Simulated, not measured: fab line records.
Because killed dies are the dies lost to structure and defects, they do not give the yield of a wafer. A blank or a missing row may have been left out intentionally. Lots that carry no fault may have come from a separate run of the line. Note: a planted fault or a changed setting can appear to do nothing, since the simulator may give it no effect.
Chamber matching + flow nand_harc + rie_diel-10 running NHARC_A_STAIRCASE_DESCUM_186: 3 sister chambers
The step chemistry O2, time 3 s. 6 wafers are shown with their chamber, then 6 later ones without.

## WAFERS, EACH WITH ITS CHAMBER
| wafer  | chamber | oes_product_au (a.u.) | showerhead_plenum_p_Torr (Torr) |
|--------|---------|-----------------------|---------------------------------|
| L080.4 | 1       | 0.984                 | 1.86                            |
| L083.2 | 1       | 0.997                 | 1.86                            |
| L083.3 | 0       | 1.033                 | 1.89                            |
| L083.4 | 2       | 1.005                 | 2.08                            |
| L087.3 | 2       | 1.019                 | 2.07                            |
| L087.4 | 0       | 1.020                 | 1.88                            |

## WAFERS WITHOUT THEIR CHAMBER
| wafer  | oes_product_au (a.u.) | showerhead_plenum_p_Torr (Torr) |
|--------|-----------------------|---------------------------------|
| L087.6 | 0.993                 | 1.85                            |
| L092.3 | 1.013                 | 2.06                            |
| L092.4 | 1.005                 | 1.85                            |
| L092.5 | 1.009                 | 1.85                            |
| L094.1 | 1.004                 | 1.85                            |
| L094.3 | 1.017                 | 2.06                            |

## CHAMBER TAKEN BY EACH
| wafer  | from the rows above | in truth |
|--------|---------------------|----------|
| L087.6 | 1                   | 1        |
| L092.3 | 2                   | 2        |
| L092.4 | 1                   | 1        |
| L092.5 | 1                   | 1        |
| L094.1 | 1                   | 1        |
| L094.3 | 2                   | 2        |
Correctly placed: 6 of 6. Number that these rows cannot place: 0. Placed wrongly: 0.
How it was worked out, from the rows above alone: a wafer's distance from a chamber is the root of the sum, over the readings, of the square of ((its reading less the chamber's mean) divided by the reading's scatter). If the next closest chamber is less than 2 further off than the closest, the wafer can't be placed; otherwise it belongs to the closest. For every chamber, the mean is computed from those of its wafers that are shown. The scatter: the root of (the sum of the squares of (reading less its chamber's mean) over the shown wafers, divided by (wafers less chambers)).
